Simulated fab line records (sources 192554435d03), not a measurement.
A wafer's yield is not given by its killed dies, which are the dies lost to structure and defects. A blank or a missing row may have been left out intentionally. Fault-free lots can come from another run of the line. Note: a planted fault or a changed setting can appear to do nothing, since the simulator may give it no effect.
Chamber matching ; flow n5_finfet ; ald_sin-01 running N5_SD_EPI_N_LINER_46: 4 sister chambers
The step material SiNx, target thk 3 nm. 8 wafers are shown with their chamber, then 9 later ones without.

## EACH WAFER AND ITS CHAMBER
wafer;chamber;heater_power_w (W);heater_power_outer_w (W)
L078.2;2;708;452
L082.3;2;721;458
L084.2;0;1000;647
L084.5;0;978;670
L084.6;1;1016;617
L089.1;3;769;456
L089.5;3;755;456
L089.6;1;1011;612

## WAFERS WITH NO CHAMBER GIVEN
wafer;heater_power_w (W);heater_power_outer_w (W)
L092.4;1009;600
L092.5;727;452
L092.6;1007;606
L093.2;751;457
L093.3;739;442
L093.4;1003;668
L095.2;989;679
L095.4;1020;599
L095.6;769;448

## WHICH CHAMBER EACH WENT THROUGH
wafer;from the rows above;in truth
L092.4;1;1
L092.5;2;2
L092.6;1;1
L093.2;3;3
L093.3;can't be placed: 3 or 2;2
L093.4;0;0
L095.2;0;0
L095.4;1;1
L095.6;3;3
8 of 9 placed correctly. From these rows, 1 cannot be placed; in 1 the true chamber is one of the candidates. Placed wrongly: 0.
How it was worked out, from the rows above alone: a wafer's distance from a chamber is the root of the sum, over the readings, of the square of ((its reading less the chamber's mean) divided by the reading's scatter). If the next closest chamber is less than 2 further off than the closest, the wafer can't be placed; otherwise it belongs to the closest. Each chamber's mean is taken over the wafers shown for it. The scatter is the square root of a quotient: the sum, over the shown wafers, of each reading's squared deviation from its chamber's mean, divided by wafers minus chambers.
